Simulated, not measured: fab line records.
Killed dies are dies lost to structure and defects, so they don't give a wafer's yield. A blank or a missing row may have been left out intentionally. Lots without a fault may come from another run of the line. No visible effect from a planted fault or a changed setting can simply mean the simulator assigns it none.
Commonality check across tools | flow n5Finfet | Sample size 11 lots and 33 wafers

== REASON IT WAS OPENED ==
2 of 11 lots carry a flag on the reading V14_OVL at N5_BEOL_M15_OVL_MEAS_11. Wafers without a fault read 2 nm, standard deviation 5.5.
Rule: a lot is flagged in two cases, either no wafer of it has a number, or all its wafers with numbers fall more than 4 standard deviations from that mean. As for the other lots, they are considered sound.

lot  | measured     | on         | V14_OVL (nm), wafer by wafer | flag
L373 | day 11 17:04 | overlay-01 | 4 1 12                       | 
L371 | day 11 17:23 | overlay-01 | 11 10 8                      | 
L372 | day 11 23:22 | overlay-01 | -4 3 3                       | 
L374 | day 12 13:23 | overlay-02 | -2 -8 -4                     | 
L375 | day 12 13:42 | overlay-02 | 7 5 7                        | 
L376 | day 12 22:26 | overlay-01 | -4 0 4                       | 
L380 | day 13 17:04 | overlay-02 | 66 62 60                     | FLAGGED
L384 | day 15 04:10 | overlay-01 | 68 67 71                     | FLAGGED
L392 | day 16 15:25 | overlay-01 | -6 0 -3                      | 
L390 | day 16 16:16 | overlay-02 | 10 12 7                      | 
L393 | day 17 05:44 | overlay-02 | 6 10 6                       | 
The mean of the flagged lots' numbers is 66 nm, +64 nm from the usual (+12 standard deviations).

== WHICH TOOL EACH LOT WENT THROUGH ==
The record keeps 1 process step preceding the reading, out of 1938 steps on the route. Every cell lists first the tool, next ch and the chambers used by the sampled wafers, and last the start.
lot  | flag    | N5_BEOL_M15_EXPOSE_07
L373 |         | krfScanner-01 ch 0, day 11 16:52
L371 |         | krfScanner-01 ch 0, day 11 17:11
L372 |         | krfScanner-02 ch 0, day 11 23:10
L374 |         | krfScanner-02 ch 0, day 12 13:11
L375 |         | krfScanner-02 ch 0, day 12 13:30
L376 |         | krfScanner-01 ch 0, day 12 22:14
L380 | FLAGGED | krfScanner-02 ch 0, day 13 16:52
L384 | FLAGGED | krfScanner-02 ch 0, day 15 03:59
L392 |         | krfScanner-01 ch 0, day 16 15:13
L390 |         | krfScanner-01 ch 0, day 16 16:04
L393 |         | krfScanner-01 ch 0, day 17 05:32
What is done by these steps:
- N5_BEOL_M15_EXPOSE_07: exposes mask V14.
- N5_BEOL_M15_OVL_MEAS_11

== FLAGGED AGAINST TOTAL, ONE TOOL AT A TIME (gauges that did the reading follow at the end) ==
step                    | tool          | lots run | flagged | share of the flagged lots | sound lots run after its first flagged lot
N5_BEOL_M15_EXPOSE_07   | krfScanner-01 | 6        | 0       | none                      | -
N5_BEOL_M15_EXPOSE_07   | krfScanner-02 | 5        | 2       | all                       | 0
N5_BEOL_M15_OVL_MEAS_11 | overlay-01    | 6        | 1       | some                      | 1 (L392)
N5_BEOL_M15_OVL_MEAS_11 | overlay-02    | 5        | 1       | some                      | 2 (L390,L393)

== WHAT IS ALLOWED BY THE TABLE ==
All flagged lots share 1 row of the table, namely krfScanner-02 at N5_BEOL_M15_EXPOSE_07.
- krfScanner-02 at N5_BEOL_M15_EXPOSE_07 ran 5 lots, 2 of them flagged. Its last sound lot is L375 (day 12 13:30), its first flagged lot L380 (day 13 16:52): a fault that began between those two fits.
Left over: one tool, krfScanner-02 at N5_BEOL_M15_EXPOSE_07.

== WHAT WAS PUT IN BY THE SIMULATOR ==
Scanner matching overlay: krfScanner-02, from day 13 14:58 on, at N5_BEOL_M15_EXPOSE_07. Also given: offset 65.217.
Struck lots among those shown: L380, L384. This agrees with what the rule above found.
